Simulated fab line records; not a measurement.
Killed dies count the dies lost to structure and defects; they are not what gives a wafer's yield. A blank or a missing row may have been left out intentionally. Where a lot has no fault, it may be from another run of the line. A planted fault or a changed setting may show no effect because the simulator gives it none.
fab line records	flow nand_harc
record: lots: 7	wafers: 19	last_day: 32
route steps=1302 shown A_CONTACT@1034 END@1302
lots that met no fault: from a run of the same line without faults
start_h: start of the lot's first displayed wafer, in hours after the record's first day	wait_h: how many hours have passed since the lot's step before this one	" the same as in the row above	L1.1+2: several wafers, shown together as one row	- no value, or no start was given	* or withheld: withheld	< > ~ a bound
route shown NAME@n: NAME is a module with steps in the file, n the number in the route of the first one	usual: mean/standard deviation of fault-free wafers	same: alike in all rows	chamber/n: place in a boat	sites: each site's reading	_std_site: standard deviation across them	_edge_site: outer sites' mean less inner sites'	radius_mm: how far each site lies from the wafer's centre	mask NAME#n: copy n	behind: the last tool/chamber to shape the wafer	hold: why the lot was held/for how many hours/how that ended	device: names the non-switching transistor (n, p or np)	end of line: the route-end tests of the same wafers	for a step that has no rows: nothing shown but its recipe	killed: dies lost to structure and defects at the first sort, not the wafer's yield	map: per-die view of a wafer (x killed, . not killed, _ where there is no die)
set.NAME: the run value of the setting; set.NAME@STEP: its run value at that earlier step	model.NAME: the simulator's own value behind a step, which no gauge read
lots seen at some steps along the route; tables by step, rows by wafer
services: when a tool's chamber went out of use (start_h, in hours from the record's first day, below 0 if earlier), for how many hours, and the reason
== steps ==
step: NHARC_A_CONTACT_SOFTBAKE_64
recipe: temp_c: 105	time_s: 55
step: NHARC_A_CONTACT_EBR_65
step: NHARC_A_CONTACT_EXPOSE_66
recipe: na: 1.35	sigma_outer: 0.8	dose_mj: 59.02	mask_id: A_CC_2
step: NHARC_A_CONTACT_PEB_67
recipe: peb_temp_c: 100	peb_time_s: 65
step: NHARC_A_CONTACT_DEVELOP_68
recipe: develop_time_s: 35	dev_temp_c: 23
step: NHARC_A_CONTACT_CD_MEAS_69
recipe: target_cd_nm: 300	landing_energy_ev: 500
usual: cd_nm: 300.1/0.65
lot.wafer	tool	chamber	start_h	wait_h	cd_nm
L418.2	cd_sem-01	0	502.70	-	300.2
L418.3	"	0	"	"	299.9
L418.6	"	0	"	"	300.5
L424.1	cd_sem-02	0	588.02	-	299.7
L424.2	"	0	"	"	299.6
L424.3	"	0	"	"	299.2
L434.2	cd_sem-02	0	656.42	-	300.0
L434.4	"	0	"	"	299.4
L434.5	"	0	"	"	299.7
L435.2	cd_sem-01	0	664.08	-	300.3
L435.3	"	0	"	"	300.2
L432.1	cd_sem-01	0	669.18	-	300.4
L432.4	"	0	"	"	299.6
L436.3	cd_sem-02	0	689.86	-	298.9
L436.4	"	0	"	"	299.4
L436.6	"	0	"	"	300.8
L440.2	cd_sem-03	0	717.95	-	299.9
L440.3	"	0	"	"	299.5
L440.4	"	0	"	"	299.8
step: NHARC_A_CONTACT_OVL_MEAS_70
usual: overlay_x_nm: 0.0/0.8	overlay_y_nm: 0.2/0.66
lot.wafer	tool	chamber	start_h	wait_h	overlay_x_nm	overlay_y_nm
L418.2	overlay-01	-	502.78	-	1.1	1.2
L418.3	"	-	"	"	0.5	1.4
L418.6	"	-	"	"	0.8	1.3
L424.1	overlay-01	-	588.11	-	-0.9	-0.8
L424.2	"	-	"	"	-1.1	-1.5
L424.3	"	-	"	"	-0.9	-0.7
L434.2	overlay-02	-	656.50	-	0.6	0.8
L434.4	"	-	"	"	0.9	0.7
L434.5	"	-	"	"	0.7	0.9
L435.2	overlay-01	-	664.16	-	-0.9	-0.4
L435.3	"	-	"	"	-1.1	-0.4
L432.1	overlay-01	-	669.27	-	-0.4	0.0
L432.4	"	-	"	"	-0.9	0.2
L436.3	overlay-01	-	689.95	-	0.4	-0.5
L436.4	"	-	"	"	-0.3	-0.4
L436.6	"	-	"	"	0.4	-0.6
L440.2	overlay-02	-	718.03	-	0.3	0.1
L440.3	"	-	"	"	-0.1	0.2
L440.4	"	-	"	"	0.4	-0.2
step: NHARC_A_CONTACT_INSPECT_71
usual: raw_defect_count: 84/26
lot.wafer	tool	chamber	start_h	wait_h	raw_defect_count
L418.2	defect_inspect-02	-	502.82	0.0	128
L418.3	"	-	"	"	122
L418.6	"	-	"	"	106
L424.1	defect_inspect-01	-	588.14	0.0	130
L424.2	"	-	"	"	123
L424.3	"	-	"	"	107
L434.2	defect_inspect-01	-	656.54	0.0	74
L434.4	"	-	"	"	49
L434.5	"	-	"	"	68
L435.2	defect_inspect-02	-	664.20	0.0	60
L435.3	"	-	"	"	70
L432.1	defect_inspect-01	-	669.31	0.0	100
L432.4	"	-	"	"	81
L436.3	defect_inspect-02	-	689.99	0.0	63
L436.4	"	-	"	"	53
L436.6	"	-	"	"	72
L440.2	defect_inspect-02	-	718.07	0.0	70
L440.3	"	-	"	"	62
L440.4	"	-	"	"	66
step: NHARC_A_CONTACT_DESCUM_74
recipe: time_s: 3	o2_flow_sccm: 200	ar_flow_sccm: 0	bias_power_w: 0	chemistry: O2
usual: drypump_motor_current_A: 5.6/0.57	mfc_ar_sccm: 0.013/0.012	o2_flow_sccm: 200.0/0.67	oes_product_au: 1.007/0.0095	rf_vpp_V: 57.8/0.89	showerhead_plenum_p_Torr: 1.90/0.11	throttle_valve_pct: 11.311/0.0098
lot.wafer	tool	chamber	start_h	wait_h	drypump_motor_current_A	mfc_ar_sccm	o2_flow_sccm	oes_product_au	rf_hours_counter_h	rf_vpp_V	showerhead_plenum_p_Torr	throttle_valve_pct
L418.2	rie_diel-11	3	502.89	0.1	5.4	0	201.0	0.994	19	59.1	2.05	11.319
L418.3	"	0	"	"	6.3	0	199.7	0.988	20	56.8	1.88	11.317
L418.6	"	3	"	"	5.4	0	200.8	1.000	-	58.1	2.05	11.308
L424.2	rie_diel-01	3	588.97	0.8	6.3	0	199.8	1.003	6	58.2	1.82	11.291
L424.1	"	1	"	"	4.9	0.034	200.4	1.003	5	56.4	2.06	11.287
L424.3	"	2	"	"	4.9	0.012	200.1	1.003	5	57.5	1.92	11.329
L434.2	rie_diel-01	1	656.62	0.1	5.0	0.034	200.9	1.011	15	58.6	2.06	11.315
L434.4	"	2	"	"	5.0	0.012	200.0	1.017	15	57.8	1.92	11.311
L434.5	"	0	"	"	6.0	0.017	199.2	1.017	-	57.6	1.80	11.309
L435.3	rie_diel-01	1	664.27	0.1	5.0	0.034	200.2	1.005	17	59.7	2.06	11.290
L435.2	"	3	"	"	6.3	0	199.6	1.014	18	58.5	1.82	11.318
L432.4	rie_diel-01	0	669.37	0.1	6.0	0.017	200.2	1.016	19	56.9	1.80	11.303
L432.1	"	3	"	"	6.3	0	199.7	1.025	19	58.8	1.82	11.298
L436.4	rie_diel-11	3	690.06	0.1	5.4	0	200.4	1.008	23	57.4	2.03	11.298
L436.3	"	0	"	"	6.3	0	201.1	1.002	21	59.0	1.86	11.303
L436.6	"	1	"	"	5.8	0	199.3	1.006	-	56.2	1.82	11.313
L440.4	rie_diel-11	2	718.13	0.1	5.5	0.017	200.1	0.993	28	59.3	2.07	11.320
L440.3	"	3	"	"	5.3	0	200.9	1.006	31	58.4	2.03	11.314
L440.2	"	0	"	"	6.3	0	199.9	0.996	31	57.5	1.85	11.292
step: NHARC_A_CONTACT_ETCH_75
recipe: target_depth_a: 390	over_etch_frac: 0.3	time_s: 65	ion_energy_ev: 80	cf4_flow_sccm: 150	ar_flow_sccm: 0	rf_w: 300	bias_w: 100	chemistry: CF4
usual: drypump_motor_current_A: 5.7/0.59	mfc_ar_sccm: 0.013/0.012	oes_product_au: 1.007/0.0096	rf_vpp_V: 151.1/1.3	showerhead_plenum_p_Torr: 1.75/0.09	throttle_valve_pct: 13.284/0.0094
lot.wafer	tool	chamber	start_h	wait_h	drypump_motor_current_A	mfc_ar_sccm	oes_product_au	rf_hours_counter_h	rf_vpp_V	showerhead_plenum_p_Torr	throttle_valve_pct
L418.3	rie_diel-11	0	502.96	0.1	6.3	0	0.980	20	151.3	1.74	13.286
L418.2	"	1	"	"	5.8	0	0.995	15	151.3	1.71	13.297
L418.6	"	1	"	"	5.8	0	1.002	-	151.1	1.71	13.287
L424.3	rie_diel-01	2	589.18	0.2	4.9	0.012	1.016	5	151.5	1.78	13.283
L424.2	"	3	"	"	6.3	0	1.010	6	149.7	1.69	13.283
L424.1	"	1	"	"	5.0	0.034	1.007	5	152.6	1.90	13.298
L434.4	rie_diel-01	1	656.69	0.1	5.0	0.034	1.013	15	152.6	1.90	13.281
L434.2	"	0	"	"	6.0	0.017	1.008	15	149.7	1.67	13.293
L434.5	"	2	"	"	4.9	0.012	1.001	-	152.8	1.77	13.287
L435.2	rie_diel-01	2	664.83	0.5	4.9	0.012	1.023	17	152.6	1.77	13.283
L435.3	"	3	"	"	6.3	0	1.020	18	150.6	1.69	13.275
L432.1	rie_diel-01	3	669.46	0.1	6.3	0	1.010	19	151.4	1.69	13.277
L432.4	"	1	"	"	4.9	0.034	1.006	18	152.3	1.89	13.290
L436.3	rie_diel-11	3	690.13	0.1	5.4	0	1.014	23	153.2	1.87	13.295
L436.4	"	1	"	"	5.8	0	1.002	23	151.5	1.69	13.289
L436.6	"	0	"	"	6.3	0	0.991	-	152.2	1.72	13.281
L440.3	rie_diel-11	1	718.21	0.1	5.8	0	0.989	33	149.2	1.69	13.277
L440.4	"	2	"	"	5.5	0.017	1.005	28	153.0	1.90	13.268
L440.2	"	3	"	"	5.4	0	1.010	31	153.1	1.87	13.294
step: NHARC_A_CONTACT_ETCH_76
recipe: target_depth_a: 2600	over_etch_frac: 0.3	time_s: 475.3	ion_energy_ev: 200	n2_flow_sccm: 150	h2_flow_sccm: 150	ar_flow_sccm: 0	rf_w: 400	bias_w: 150	chemistry: N2/H2
usual: drypump_motor_current_A: 5.7/0.57	mfc_ar_sccm: 0.013/0.012	oes_product_au: 1.006/0.0089	rf_vpp_V: 430/3.2	showerhead_plenum_p_Torr: 2.02/0.12	throttle_valve_pct: 14.172/0.0088
lot.wafer	tool	chamber	start_h	wait_h	drypump_motor_current_A	mfc_ar_sccm	oes_product_au	rf_hours_counter_h	rf_vpp_V	showerhead_plenum_p_Torr	throttle_valve_pct
L418.3	rie_diel-11	3	-	-	5.3	0	1.007	19	435	2.19	14.170
L418.2	"	0	"	"	6.3	0	0.983	20	430	2.00	14.169
L418.6	"	2	"	"	5.5	0.017	1.011	-	427	1.89	14.174
L424.2	rie_diel-01	0	-	-	6.0	0.017	1.005	5	428	1.92	14.166
L424.3	"	2	"	"	4.9	0.012	1.012	5	429	2.05	14.182
L424.1	"	3	"	"	6.3	0	1.013	6	428	1.94	14.182
L434.2	rie_diel-01	1	-	-	4.9	0.034	1.017	15	435	2.20	14.179
L434.4	"	2	"	"	5.0	0.012	1.024	15	430	2.05	14.174
L434.5	"	0	"	"	6.0	0.017	1.016	-	429	1.92	14.162
L435.2	rie_diel-01	0	-	-	6.0	0.017	1.006	18	428	1.92	14.184
L435.3	"	3	"	"	6.3	0	1.010	18	427	1.93	14.176
L432.1	rie_diel-01	3	-	-	6.3	0	1.019	19	427	1.93	14.179
L432.4	"	0	"	"	6.0	0.017	1.009	19	425	1.92	14.165
L436.3	rie_diel-11	1	-	-	5.8	0	0.996	23	429	1.94	14.167
L436.4	"	2	"	"	5.5	0.017	1.007	20	434	2.21	14.155
L436.6	"	3	"	"	5.4	0	1.010	-	435	2.17	14.163
L440.2	rie_diel-11	3	-	-	5.4	0	1.010	31	434	2.16	14.184
L440.4	"	1	"	"	5.8	0	0.980	33	428	1.94	14.176
L440.3	"	2	"	"	5.5	0.017	1.006	28	435	2.21	14.185
step: NHARC_A_CONTACT_ETCH_77
recipe: target_depth_a: 1089	time_s: 54.5	cf4_flow_sccm: 100	chf3_flow_sccm: 30	ar_flow_sccm: 0	rf_w: 500	bias_w: 200	chemistry: CF4/CHF3
usual: drypump_motor_current_A: 5.6/0.59	mfc_ar_sccm: 0.013/0.013	oes_product_au: 0.944/0.019	rf_vpp_V: 370.1/2.9	showerhead_plenum_p_Torr: 1.56/0.085	throttle_valve_pct: 16.802/0.0092
lot.wafer	tool	chamber	start_h	wait_h	drypump_motor_current_A	mfc_ar_sccm	oes_product_au	rf_hours_counter_h	rf_vpp_V	showerhead_plenum_p_Torr	throttle_valve_pct
L418.2	rie_diel-11	2	-	-	5.5	0.017	0.966	15	367.7	1.47	16.825
L418.3	"	3	"	"	5.4	0	0.954	19	372.5	1.68	16.807
L418.6	"	3	"	"	5.4	0	0.980	-	375.1	1.68	16.790
L424.3	rie_diel-01	2	-	-	4.9	0.012	0.931	5	369.9	1.58	16.800
L424.2	"	3	"	"	6.3	0	0.928	6	368.5	1.50	16.819
L424.1	"	0	"	"	6.0	0.017	0.932	5	366.1	1.49	16.795
L434.4	rie_diel-01	1	-	-	4.9	0.034	0.919	16	374.8	1.69	16.800
L434.2	"	3	"	"	6.3	0	0.945	16	367.8	1.50	16.800
L434.5	"	2	"	"	4.9	0.012	0.931	-	372.0	1.58	16.790
L435.3	rie_diel-01	0	-	-	6.0	0.017	0.935	18	366.8	1.49	16.790
L435.2	"	1	"	"	5.0	0.034	0.941	17	372.1	1.69	16.800
L432.1	rie_diel-01	0	-	-	6.0	0.017	0.942	19	366.9	1.49	16.790
L432.4	"	2	"	"	5.0	0.012	0.933	17	371.5	1.58	16.807
L436.4	rie_diel-11	0	-	-	6.3	0	0.974	22	370.3	1.53	16.804
L436.3	"	1	"	"	5.8	0	0.963	24	367.9	1.50	16.784
L436.6	"	1	"	"	5.8	0	0.962	-	368.0	1.50	16.796
L440.4	rie_diel-11	2	-	-	5.5	0.017	0.944	28	373.8	1.69	16.791
L440.3	"	3	"	"	5.4	0	0.936	31	373.9	1.66	16.797
L440.2	"	1	"	"	5.8	0	0.919	33	367.3	1.50	16.803
step: NHARC_A_CONTACT_ETCH_78
recipe: target_depth_a: 53000	over_etch_frac: 0.3	time_s: 1378	ion_energy_ev: 150	o2_flow_sccm: 400	cos_flow_sccm: 20	ar_flow_sccm: 0	rf_w: 500	bias_w: 300	chemistry: O2/COS
usual: drypump_motor_current_A: 5.7/0.58	mfc_ar_sccm: 0.012/0.012	o2_flow_sccm: 399.9/1.2	oes_product_au: 1.007/0.0091	rf_vpp_V: 313.8/2.4	showerhead_plenum_p_Torr: 3.09/0.16	throttle_valve_pct: 28.329/0.008
lot.wafer	tool	chamber	start_h	wait_h	drypump_motor_current_A	mfc_ar_sccm	o2_flow_sccm	oes_product_au	rf_hours_counter_h	rf_vpp_V	showerhead_plenum_p_Torr	throttle_valve_pct
L418.3	rie_diel-11	2	503.59	-	5.5	0.017	399.2	1.002	15	313.2	2.92	28.327
L418.2	"	0	"	"	6.3	0	400.9	0.973	20	315.2	3.06	28.331
L418.6	"	1	"	"	5.8	0	399.8	0.996	-	312.4	3.01	28.328
L424.1	rie_diel-01	1	589.70	-	5.0	0.034	401.2	1.011	6	319.1	3.35	28.342
L424.2	"	3	"	"	6.3	0	400.7	1.008	6	312.8	2.98	28.341
L424.3	"	0	"	"	6.0	0.017	399.7	1.010	6	310.6	2.96	28.343
L434.4	rie_diel-01	3	657.21	-	6.3	0	400.0	0.826	16	312.2	2.97	28.339
L434.2	"	0	"	"	6.0	0.017	401.1	1.006	16	312.0	2.95	28.330
L434.5	"	3	"	"	6.3	0	399.3	1.009	-	311.2	2.97	28.321
L435.3	rie_diel-01	1	665.54	-	5.0	0.034	402.3	0.830	17	318.1	3.35	28.325
L435.2	"	2	"	"	4.9	0.012	399.9	1.011	17	314.4	3.13	28.324
L432.1	rie_diel-01	2	670.07	-	4.9	0.012	401.2	1.003	18	315.7	3.13	28.329
L432.4	"	3	"	"	6.3	0	398.9	0.819	20	312.2	2.97	28.326
L436.4	rie_diel-11	1	690.85	-	5.8	0	398.4	0.994	24	310.1	2.98	28.325
L436.3	"	3	"	"	5.4	0	400.5	1.014	24	317.5	3.30	28.338
L436.6	"	1	"	"	5.8	0	400.0	0.998	-	312.2	2.98	28.331
L440.3	rie_diel-11	3	718.73	-	5.4	0	400.6	1.013	32	316.9	3.30	28.327
L440.2	"	1	"	"	5.8	0	399.6	0.988	34	312.7	2.98	28.338
L440.4	"	2	"	"	5.5	0.017	398.7	1.001	28	316.5	3.36	28.318
step: NHARC_A_CONTACT_ETCH_124
recipe: source_w: withheld	pressure_mtorr: 20	bias_v: withheld	time_s: 140	target_depth_a: 7000	ar_flow_sccm: withheld	c4f8_flow_sccm: withheld	o2_flow_sccm: withheld	chemistry: C4F8/O2/Ar
lot.wafer	tool	chamber	start_h	wait_h	rf_hours_counter_h
L418.2	har_cap_etch-02	0	504.46	-	83
L418.3	"	0	"	"	-
L418.6	"	1	"	"	-
L424.2	har_cap_etch-02	1	590.63	-	99
L424.1	"	0	"	"	99
L424.3	"	0	"	"	-
L434.2	har_cap_etch-03	0	658.17	-	70
L434.4	"	0	"	"	-
L434.5	"	0	"	"	-
L435.2	har_cap_etch-01	0	666.33	-	24
L435.3	"	1	"	"	-
L432.1	har_cap_etch-03	0	670.91	-	73
L432.4	"	0	"	"	-
L436.3	har_cap_etch-02	0	691.85	-	-
L436.4	"	1	"	"	-
L436.6	"	1	"	"	-
L440.2	har_cap_etch-03	1	719.71	-	81
L440.3	"	0	"	"	-
L440.4	"	1	"	"	-
step: NHARC_END_SORT_01
recipe: temp_c: 25
usual: killed_at_array: 62/15	killed_at_other: 0.8/1	killed_at_periphery: 3.7/2.6	killed_dies: 66/15	killed_open: 3.1/1.8	killed_short: 2.6/1.7
same: gross_dies: 677
lot.wafer	tool	chamber	start_h	wait_h	killed_at_array	killed_at_other	killed_at_periphery	killed_dies	killed_open	killed_short
L424.1	prober-02	0	647.49	2.5	78	2	0	80	1	1
L424.2	prober-02	0	648.28	2.8	82	1	8	91	3	2
L424.3	prober-02	0	649.07	3.1	77	1	2	80	1	2
L434.2	prober-02	0	714.61	2.8	61	1	8	70	6	4
L434.4	prober-02	0	716.19	3.4	675	0	2	677	3	2
L434.5	prober-02	0	716.99	3.7	57	0	3	60	5	3
L435.2	prober-02	0	728.64	2.8	46	0	3	49	4	2
L435.3	prober-02	0	729.44	3.1	673	0	4	677	2	2
L432.1	prober-01	0	732.65	2.5	64	1	3	68	0	2
L432.4	prober-01	0	735.03	3.4	671	0	6	677	2	2
L436.3	prober-02	0	749.14	3.1	48	0	2	50	4	2
L436.4	prober-02	0	749.94	3.4	48	0	6	54	3	2
L436.6	prober-02	0	751.53	4.0	52	0	4	56	2	1
L440.3	prober-01	0	776.81	3.1	45	1	7	53	3	2
killed by level:class
L424.1 A_SLIT:chamber_film_flake=36 A_CHANNEL_HOLE_D2:chamber_film_flake=33 A_STAIRCASE:chamber_film_flake=4 A_M0:chamber_film_flake=2 THIN_TSV:chamber_film_flake=2 A_CHANNEL_FILL_D1:geometric_particle:short=1 A_ONON_D2:geometric_particle:open=1 A_CONTACT:chamber_film_flake=1
L424.2 A_CHANNEL_HOLE_D2:chamber_film_flake=36 A_SLIT:chamber_film_flake=33 A_M0:chamber_film_flake=4 P_GATE:chamber_film_flake=3 A_CONTACT:chamber_film_flake=3 A_STAIRCASE:chamber_film_flake=2 P_CONTACT:geometric_particle:short=1 P_M0:geometric_particle:short=1
L424.3 A_CHANNEL_HOLE_D2:chamber_film_flake=32 A_SLIT:chamber_film_flake=30 A_CHANNEL_HOLE_D1:chamber_film_flake=5 A_STAIRCASE:chamber_film_flake=3 A_CONTACT:chamber_film_flake=3 P_M0:geometric_particle:short=1 A_CHANNEL_FILL_D1:geometric_particle:short=1 A_ONON_D2:geometric_particle:open=1
L434.2 A_SLIT:chamber_film_flake=32 A_CHANNEL_HOLE_D1:chamber_film_flake=14 P_BONDPAD:chamber_film_flake=3 A_STAIRCASE:chamber_film_flake=3 A_BLC:chamber_film_flake=3 P_CONTACT:geometric_particle:open=2 A_CONTACT:geometric_particle:open=2 P_M0:geometric_particle:short=1
L434.4 A_CONTACT:area_etch=633 A_SLIT:chamber_film_flake=27 A_CHANNEL_HOLE_D1:chamber_film_flake=3 A_STAIRCASE:chamber_film_flake=3 A_BLC:chamber_film_flake=3 P_CONTACT:geometric_particle:open=1 P_M2:geometric_particle:short=1 A_ONON_D1:geometric_particle:short=1
L434.5 A_SLIT:chamber_film_flake=32 A_CHANNEL_HOLE_D1:chamber_film_flake=7 A_BLC:chamber_film_flake=6 A_STAIRCASE:chamber_film_flake=3 A_CONTACT:chamber_film_flake=3 P_CONTACT:geometric_particle:open=2 A_ONON_D2:geometric_particle:open=2 A_CHANNEL_HOLE_D2:geometric_particle:short=1
L435.2 A_CHANNEL_HOLE_D1:chamber_film_flake=27 A_CONTACT:chamber_film_flake=5 A_M1:chamber_film_flake=3 A_ZERO_WELL:chamber_film_flake=2 A_SLIT:chamber_film_flake=2 A_STAIRCASE:chamber_film_flake=2 P_CONTACT:geometric_particle:open=1 P_M0:geometric_particle:short=1
L435.3 A_CONTACT:area_etch=623 A_CHANNEL_HOLE_D1:chamber_film_flake=31 A_WL_FILL:chamber_film_flake=5 A_CONTACT:chamber_film_flake=5 A_ZERO_WELL:chamber_film_flake=3 A_BLC:chamber_film_flake=2 P_CONTACT:geometric_particle:short=1 P_M2:geometric_particle:short=1
L432.1 A_SLIT:chamber_film_flake=20 A_CHANNEL_HOLE_D2:chamber_film_flake=16 A_CHANNEL_HOLE_D1:chamber_film_flake=10 A_STAIRCASE:chamber_film_flake=7 A_CONTACT:chamber_film_flake=5 P_BONDPAD:chamber_film_flake=2 A_CHANNEL_FILL_D2:chamber_film_flake=2 A_CHANNEL_FILL_D2:geometric_particle:short=1
L432.4 A_CONTACT:area_etch=613 A_SLIT:chamber_film_flake=23 A_CHANNEL_HOLE_D2:chamber_film_flake=19 A_CHANNEL_HOLE_D1:chamber_film_flake=7 P_BONDPAD:chamber_film_flake=4 A_CONTACT:chamber_film_flake=4 A_STAIRCASE:chamber_film_flake=2 P_GATE:geometric_particle:short=1
L436.3 A_CHANNEL_HOLE_D1:chamber_film_flake=26 A_CONTACT:chamber_film_flake=6 A_SLIT:chamber_film_flake=5 A_STAIRCASE:chamber_film_flake=3 A_ONON_D1:geometric_particle:open=2 P_CONTACT:chamber_film_flake=2 A_CHANNEL_HOLE_D1:geometric_particle:open=1 A_CHANNEL_FILL_D2:geometric_particle:short=1
L436.4 A_CHANNEL_HOLE_D1:chamber_film_flake=25 A_STAIRCASE:chamber_film_flake=9 A_SLIT:chamber_film_flake=4 P_CONTACT:chamber_film_flake=3 A_M0:chamber_film_flake=3 A_CONTACT:chamber_film_flake=2 P_GATE:geometric_particle:open=1 P_CONTACT:geometric_particle:open=1
L436.6 A_CHANNEL_HOLE_D1:chamber_film_flake=28 A_STAIRCASE:chamber_film_flake=8 A_SLIT:chamber_film_flake=5 A_M0:chamber_film_flake=3 P_ZERO_WELL:chamber_film_flake=2 A_WL_FILL:chamber_film_flake=2 A_CHANNEL_FILL_D1:geometric_particle:open=1 A_CHANNEL_FILL_D1:geometric_particle:short=1
L440.3 A_SLIT:chamber_film_flake=34 P_STI:chamber_film_flake=4 A_CHANNEL_HOLE_D1:chamber_film_flake=4 P_GATE:chamber_film_flake=2 P_M0:geometric_particle:short=1 A_CHANNEL_FILL_D1:geometric_particle:open=1 A_DECK1_JOINT:geometric_particle:open=1 A_SGD_CUT:geometric_particle:short=1
map L432.4 (x killed, . not)
____________x____________
_________xxxxxxx_________
_______xxxxxxxxxxx_______
______xxxxxxxxxxxxx______
_____xxxxxxxxxxxxxxx_____
____xxxxxxxxxxxxxxxxx____
____xxxxxxxxxxxxxxxxx____
___xxxxxxxxxxxxxxxxxxx___
___xxxxxxxxxxxxxxxxxxx___
__xxxxxxxxxxxxxxxxxxxxx__
__xxxxxxxxxxxxxxxxxxxxx__
_xxxxxxxxxxxxxxxxxxxxxxx_
_xxxxxxxxxxxxxxxxxxxxxxx_
_xxxxxxxxxxxxxxxxxxxxxxx_
_xxxxxxxxxxxxxxxxxxxxxxx_
_xxxxxxxxxxxxxxxxxxxxxxx_
xxxxxxxxxxxxxxxxxxxxxxxxx
xxxxxxxxxxxxxxxxxxxxxxxxx
xxxxxxxxxxxxxxxxxxxxxxxxx
xxxxxxxxxxxxxxxxxxxxxxxxx
xxxxxxxxxxxxxxxxxxxxxxxxx
_xxxxxxxxxxxxxxxxxxxxxxx_
_xxxxxxxxxxxxxxxxxxxxxxx_
_xxxxxxxxxxxxxxxxxxxxxxx_
_xxxxxxxxxxxxxxxxxxxxxxx_
_xxxxxxxxxxxxxxxxxxxxxxx_
__xxxxxxxxxxxxxxxxxxxxx__
__xxxxxxxxxxxxxxxxxxxxx__
___xxxxxxxxxxxxxxxxxxx___
___xxxxxxxxxxxxxxxxxxx___
____xxxxxxxxxxxxxxxxx____
____xxxxxxxxxxxxxxxxx____
_____xxxxxxxxxxxxxxx_____
______xxxxxxxxxxxxx______
_______xxxxxxxxxxx_______
_________xxxxxxx_________
____________x____________
map L434.4 (x killed, . not)
____________x____________
_________xxxxxxx_________
_______xxxxxxxxxxx_______
______xxxxxxxxxxxxx______
_____xxxxxxxxxxxxxxx_____
____xxxxxxxxxxxxxxxxx____
____xxxxxxxxxxxxxxxxx____
___xxxxxxxxxxxxxxxxxxx___
___xxxxxxxxxxxxxxxxxxx___
__xxxxxxxxxxxxxxxxxxxxx__
__xxxxxxxxxxxxxxxxxxxxx__
_xxxxxxxxxxxxxxxxxxxxxxx_
_xxxxxxxxxxxxxxxxxxxxxxx_
_xxxxxxxxxxxxxxxxxxxxxxx_
_xxxxxxxxxxxxxxxxxxxxxxx_
_xxxxxxxxxxxxxxxxxxxxxxx_
xxxxxxxxxxxxxxxxxxxxxxxxx
xxxxxxxxxxxxxxxxxxxxxxxxx
xxxxxxxxxxxxxxxxxxxxxxxxx
xxxxxxxxxxxxxxxxxxxxxxxxx
xxxxxxxxxxxxxxxxxxxxxxxxx
_xxxxxxxxxxxxxxxxxxxxxxx_
_xxxxxxxxxxxxxxxxxxxxxxx_
_xxxxxxxxxxxxxxxxxxxxxxx_
_xxxxxxxxxxxxxxxxxxxxxxx_
_xxxxxxxxxxxxxxxxxxxxxxx_
__xxxxxxxxxxxxxxxxxxxxx__
__xxxxxxxxxxxxxxxxxxxxx__
___xxxxxxxxxxxxxxxxxxx___
___xxxxxxxxxxxxxxxxxxx___
____xxxxxxxxxxxxxxxxx____
____xxxxxxxxxxxxxxxxx____
_____xxxxxxxxxxxxxxx_____
______xxxxxxxxxxxxx______
_______xxxxxxxxxxx_______
_________xxxxxxx_________
____________x____________
== services ==
tool	chamber	start_h	hours	kind
rie_diel-01	0	487.89	-	clean
rie_diel-01	1	487.89	-	clean
rie_diel-01	2	487.89	-	clean
rie_diel-01	3	487.89	-	clean
har_cap_etch-01	-	497.60	17.0	pm
rie_diel-01	0	512.39	-	clean
rie_diel-01	1	512.39	-	clean
rie_diel-01	2	512.39	-	clean
rie_diel-01	3	512.39	-	clean
har_cap_etch-02	-	533.86	0.5	repair
rie_diel-01	0	536.89	-	clean
rie_diel-01	1	536.89	-	clean
rie_diel-01	2	536.89	-	clean
rie_diel-01	3	536.89	-	clean
rie_diel-01	-	557.82	9.0	pm
rie_diel-01	0	557.82	9.0	vent_cycle
rie_diel-01	1	557.82	9.0	vent_cycle
rie_diel-01	2	557.82	11.7	vent_cycle
rie_diel-01	3	557.82	9.0	vent_cycle
har_cap_etch-02	-	564.73	1.6	repair
rie_diel-01	0	566.82	-	clean
rie_diel-11	2	580.32	2.7	repair
rie_diel-11	-	610.70	9.0	pm
rie_diel-11	2	643.46	6.4	repair
== key ==
first_sign: step: NHARC_A_CONTACT_ETCH_78	reading: oes_product_au	direction: down	sigmas: 20	usual: 1.007	struck: 0.825
effect: step: NHARC_END_SORT_01	reading: killed_at_array	direction: up	sigmas: 40	usual: 62	struck: 673
more_kills_born_at: NHARC_A_CONTACT_ETCH_78@rie_diel-01: 1869
met_at NHARC_A_CONTACT_ETCH_78
struck_wafers L432.4,L434.4,L435.3
later_rows_left_out L432.4,L434.4,L435.3
tester_left_out L432,L434,L435
onset_between 589.70 657.21
fault: kind: process_parameter_drift	tool: rie_diel-01	chamber: -	onset_h: 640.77	steps: NHARC_A_CONTACT_ETCH_78	channel: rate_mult	offset: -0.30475	shape: step	end_h: 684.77	scope: struck_wafers_only
tester_left_out: of these lots the tester's yield and bins aren't shown, on N5 and GAA mostly nor the transistor test; their killed dies are dies lost to structure and defects alone, not to doping, threshold or leakage, so they don't give the yield
later_rows_left_out: the simulator's readings of these wafers behind a module that went badly wrong aren't trusted and aren't shown, but for the sort
